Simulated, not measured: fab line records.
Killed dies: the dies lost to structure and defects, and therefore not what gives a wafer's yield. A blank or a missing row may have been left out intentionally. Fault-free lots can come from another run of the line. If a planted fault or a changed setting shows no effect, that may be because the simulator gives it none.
Chamber matching -- flow nand_harc -- 4 sister chambers for NHARC_P_CONTACT_ETCH_31 on rie_diel-02
The step etches the open film in CH3F/O2, target depth 30 nm, time 85.7 s. 8 wafers are shown with their chamber, then 7 later ones without.

## WAFERS WITH THEIR CHAMBER
wafer,chamber,drypump_motor_current_A (A),rf_vpp_V (V)
L234.6,0,6.3,242.4
L235.2,2,6.3,243.0
L235.6,3,4.7,245.7
L237.2,1,6.0,247.8
L237.3,2,6.3,243.2
L237.6,1,6.0,246.3
L248.1,3,4.7,248.2
L248.3,0,6.2,241.8

## WAFERS WITH NO CHAMBER GIVEN
wafer,drypump_motor_current_A (A),rf_vpp_V (V)
L248.4,6.0,246.4
L249.1,6.0,245.1
L249.4,4.7,245.7
L249.5,6.3,240.8
L250.1,6.2,242.6
L250.4,4.7,247.6
L250.5,6.0,246.3

## EACH ONE'S CHAMBER
wafer,from the rows above,in truth
L248.4,1,1
L249.1,1,1
L249.4,3,3
L249.5,can't be placed: 0 or 2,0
L250.1,can't be placed: 0 or 2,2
L250.4,3,3
L250.5,1,1
Correct placement for 5 of the 7. Can't be placed from these rows: 2 (the true chamber is among the candidates in 2). Wrongly placed: 0.
How it was worked out, from the rows above alone: a wafer's distance from a chamber is the root of the sum, over the readings, of the square of ((its reading less the chamber's mean) divided by the reading's scatter). If the next closest chamber is less than 2 further off than the closest, the wafer can't be placed; otherwise it belongs to the closest. The mean given for a chamber averages the wafers shown for that chamber. The scatter: take each reading less its chamber's mean, square it, sum over the shown wafers, divide by the number of wafers less the number of chambers, and take the root.
